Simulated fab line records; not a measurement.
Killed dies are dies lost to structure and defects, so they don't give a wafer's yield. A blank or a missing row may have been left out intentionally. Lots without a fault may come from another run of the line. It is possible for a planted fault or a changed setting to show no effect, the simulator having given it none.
Matching of chambers :: flow n5 finfet :: N5_BEOL_M14_DESCUM_33 on rie diel-04 has 4 sister chambers
The step chemistry O2, time 7.9 s. 14 wafers are shown with their chamber, then 7 later ones without.

WAFERS WITH THEIR CHAMBER
wafer: L076.2
chamber: 2
drypump motor current A (A): 5.8
throttle valve pct (%): 20.14
showerhead plenum p Torr (Torr): 2.03

wafer: L076.5
chamber: 0
drypump motor current A (A): 5.2
throttle valve pct (%): 19.81
showerhead plenum p Torr (Torr): 2.04

wafer: L076.6
chamber: 1
drypump motor current A (A): 5.4
throttle valve pct (%): 20.29
showerhead plenum p Torr (Torr): 2.12

wafer: L075.1
chamber: 2
drypump motor current A (A): 5.8
throttle valve pct (%): 20.14
showerhead plenum p Torr (Torr): 2.03

wafer: L075.3
chamber: 3
drypump motor current A (A): 6.5
throttle valve pct (%): 20.59
showerhead plenum p Torr (Torr): 2.16

wafer: L075.5
chamber: 1
drypump motor current A (A): 5.4
throttle valve pct (%): 20.31
showerhead plenum p Torr (Torr): 2.12

wafer: L082.1
chamber: 2
drypump motor current A (A): 5.8
throttle valve pct (%): 20.17
showerhead plenum p Torr (Torr): 2.03

wafer: L082.2
chamber: 1
drypump motor current A (A): 5.3
throttle valve pct (%): 20.32
showerhead plenum p Torr (Torr): 2.12

wafer: L082.4
chamber: 2
drypump motor current A (A): 5.8
throttle valve pct (%): 20.17
showerhead plenum p Torr (Torr): 2.03

wafer: L093.1
chamber: 2
drypump motor current A (A): 5.8
throttle valve pct (%): 20.18
showerhead plenum p Torr (Torr): 2.02

wafer: L093.2
chamber: 1
drypump motor current A (A): 5.4
throttle valve pct (%): 20.37
showerhead plenum p Torr (Torr): 2.11

wafer: L093.3
chamber: 0
drypump motor current A (A): 5.2
throttle valve pct (%): 19.87
showerhead plenum p Torr (Torr): 2.02

wafer: L093.4
chamber: 0
drypump motor current A (A): 5.2
throttle valve pct (%): 19.87
showerhead plenum p Torr (Torr): 2.02

wafer: L093.5
chamber: 2
drypump motor current A (A): 5.8
throttle valve pct (%): 20.21
showerhead plenum p Torr (Torr): 2.02

SIGNATURES, as means of the wafers listed above
reading: drypump motor current A
chamber 0: 5.200
chamber 1: 5.375
chamber 2: 5.800
chamber 3: 6.500
scatter within a chamber: 0.0274

reading: throttle valve pct
chamber 0: 19.8500
chamber 1: 20.3225
chamber 2: 20.1683
chamber 3: 20.5900
scatter within a chamber: 0.0306

reading: showerhead plenum p Torr
chamber 0: 2.0267
chamber 1: 2.1175
chamber 2: 2.0267
chamber 3: 2.1600
scatter within a chamber: 0.00689
Rule: for a wafer and a chamber, the distance is found by dividing, reading by reading, the gap between the wafer's reading and the chamber's mean by the reading's scatter, squaring, summing and taking the root. If the next closest chamber is less than 2 further off than the closest, the wafer can't be placed; otherwise it belongs to the closest. The scatter is the square root of a quotient: the sum, over the shown wafers, of each reading's squared deviation from its chamber's mean, divided by wafers minus chambers.

WAFERS WITH NO CHAMBER GIVEN
wafer: L093.6
drypump motor current A (A): 5.3
throttle valve pct (%): 20.35
showerhead plenum p Torr (Torr): 2.11

wafer: L095.1
drypump motor current A (A): 6.5
throttle valve pct (%): 20.16
showerhead plenum p Torr (Torr): 2.15

wafer: L095.3
drypump motor current A (A): 5.2
throttle valve pct (%): 19.89
showerhead plenum p Torr (Torr): 2.02

wafer: L095.6
drypump motor current A (A): 5.8
throttle valve pct (%): 20.21
showerhead plenum p Torr (Torr): 2.02

wafer: L094.3
drypump motor current A (A): 6.5
throttle valve pct (%): 20.15
showerhead plenum p Torr (Torr): 2.15

wafer: L094.5
drypump motor current A (A): 5.8
throttle valve pct (%): 20.22
showerhead plenum p Torr (Torr): 2.02

wafer: L094.6
drypump motor current A (A): 6.5
throttle valve pct (%): 20.18
showerhead plenum p Torr (Torr): 2.15

CHAMBER TAKEN BY EACH
wafer: L093.6
from the rows above: 1
in truth: 1

wafer: L095.1
from the rows above: 3
in truth: 3

wafer: L095.3
from the rows above: 0
in truth: 0

wafer: L095.6
from the rows above: 2
in truth: 2

wafer: L094.3
from the rows above: 3
in truth: 3

wafer: L094.5
from the rows above: 2
in truth: 2

wafer: L094.6
from the rows above: 3
in truth: 3
7 of 7 placed correctly. Can't be placed from these rows: 0. 0 placed wrongly.
